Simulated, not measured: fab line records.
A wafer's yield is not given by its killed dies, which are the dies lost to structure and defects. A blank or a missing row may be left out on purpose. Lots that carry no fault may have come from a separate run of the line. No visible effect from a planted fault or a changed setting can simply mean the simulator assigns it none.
Code-filled problem report in 8D (eight disciplines) form    flow nand_harc    the parts of the form that need people (team, actions taken, sign-off) are left out

## 1. WHAT IS WRONG
thk_nm at NHARC_A_ONON_D1_THK_MEAS_18 reads a mean of 1554 nm on 6 wafers of 2 lots; wafers without a fault read 996 nm with a standard deviation of 9.5. Measured from the usual mean, that is +59 standard deviations.
The step: measures by ellipsometry.
First observed at day 12 13:43: wafer L609.1, on film_metro-02. Wafers with a number at this step in the record: 39, from 13 lots. By rule, "out" or "out of limits" means more than 4 standard deviations away from the usual mean. The rest of the wafers with a number are treated as sound.

## 2. WHAT THIS IS AND IS NOT
question                     is                      is not
which readings at this step  thk_nm                  -
which lots                   L609, L611              L592, L593, L594, L596, L597, L598, L599, L601, L612, L614, L615
which wafers of those lots   all that have a number  -
read on which gauges         film_metro-02           film_metro-01
when                         from day 12 13:43       up to then (24 sound wafers); but 9 sound wafers of L612, L614, L615 came after

## 3. THE SUSPECTS, EACH WITH WHAT RULES IT OUT
Counting: any tool at a process step up to the reading is kept as a suspect provided that every lot that is out went through it and no sound lot did after the first of them.
- the gauge at NHARC_A_ONON_D1_THK_MEAS_18: ruled out. All the wafers that are out were read on film_metro-02, but those of them that NHARC_END_SORT_01 has rows for are out there too, on other tools.
- pecvd_onon-04 at NHARC_A_ONON_D1_DEP_16 (target thk 1000 nm): kept. All lots that are out passed through it, beginning with L609 at day 12 13:11, and no sound lot followed; its final sound lot before that point was L597 at day 9 02:29.
Remaining after the count: pecvd_onon-04 at NHARC_A_ONON_D1_DEP_16.

## 4. THE CAUSE (what the simulator had put in)
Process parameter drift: pecvd_onon-04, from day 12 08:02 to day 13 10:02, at NHARC_A_ONON_D1_DEP_16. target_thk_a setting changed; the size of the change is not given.
Counting left only this tool.

## 5. THE CHAIN OF EFFECTS, in route order
One row per reading whose mean, taken over the struck wafers that have a number, lies over 3 standard deviations from the usual. Only readings whose record carries a usual standard deviation are examined. hours: median over the lots of the time between each lot's start at the first step of this table that gives one and its start at this step. sigmas: the change, counted in usual standard deviations.
hours  step                         reading          usual   on struck wafers  change  sigmas
0      NHARC_A_ONON_D1_THK_MEAS_18  thk_nm           996 nm  1554              +558    +59
337    NHARC_END_SORT_01            killed_at_array  28      675               +647    +59
337    NHARC_END_SORT_01            killed_dies      31      677               +646    +59

## 6. HOW IT WOULD HAVE BEEN CAUGHT EARLIER
6 hours passed between the start of the fault at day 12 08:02 and the first reading out of limits at a measuring or inspecting step in this record, taken at day 12 13:43.
An alarm limit of 4 standard deviations would not have fired on the tool readings at NHARC_A_ONON_D1_DEP_16 for which the record gives a usual standard deviation, since none of them was out on any struck wafer.
Among the 2 lots that are out, L611 began NHARC_A_ONON_D1_DEP_16 on pecvd_onon-04 after day 12 13:43. It would have been spared by a hold on the tool at that moment.
